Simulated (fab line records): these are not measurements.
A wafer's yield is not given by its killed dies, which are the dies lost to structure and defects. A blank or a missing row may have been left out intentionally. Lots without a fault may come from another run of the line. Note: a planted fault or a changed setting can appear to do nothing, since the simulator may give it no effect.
Chamber matching -- flow n5-finfet -- N5_SDB_ETCH_17 on rie-diel-03 has 4 sister chambers
The step etches SiARC in CF4, target depth 23.4 nm, time 39 s. 8 wafers are shown with their chamber, then 7 later ones without.

EACH WAFER AND ITS CHAMBER
wafer,chamber,showerhead-plenum-p-Torr (Torr),throttle-valve-pct (%)
L076.3,1,2.02,15.89
L078.1,0,2.17,15.78
L078.2,1,2.02,15.89
L080.1,3,2.18,15.27
L080.2,2,2.27,15.60
L080.6,3,2.18,15.26
L086.2,0,2.16,15.82
L086.4,2,2.26,15.64

WAFERS WITH NO CHAMBER GIVEN
wafer,showerhead-plenum-p-Torr (Torr),throttle-valve-pct (%)
L086.6,2.17,15.28
L087.1,2.16,15.82
L087.3,2.17,15.30
L087.6,2.17,15.28
L089.3,2.17,15.31
L089.4,2.16,15.83
L089.5,2.27,15.41

CHAMBER TAKEN BY EACH
wafer,from the rows above,in truth
L086.6,3,3
L087.1,0,0
L087.3,3,3
L087.6,3,3
L089.3,3,3
L089.4,0,0
L089.5,2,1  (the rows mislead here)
Placed correctly: 6 of 7. From these rows, 0 cannot be placed. Number placed wrongly: 1.
How it was worked out, from the rows above alone: a wafer's distance from a chamber is the root of the sum, over the readings, of the square of ((its reading less the chamber's mean) divided by the reading's scatter). The wafer belongs to the nearest chamber; if the next one is less than 2 further off, it can't be placed. A chamber's mean is the mean of its shown wafers. How the scatter is found: for the shown wafers, subtract from each reading the mean of its chamber, square and add these, divide the total by (wafers less chambers), then take the root.
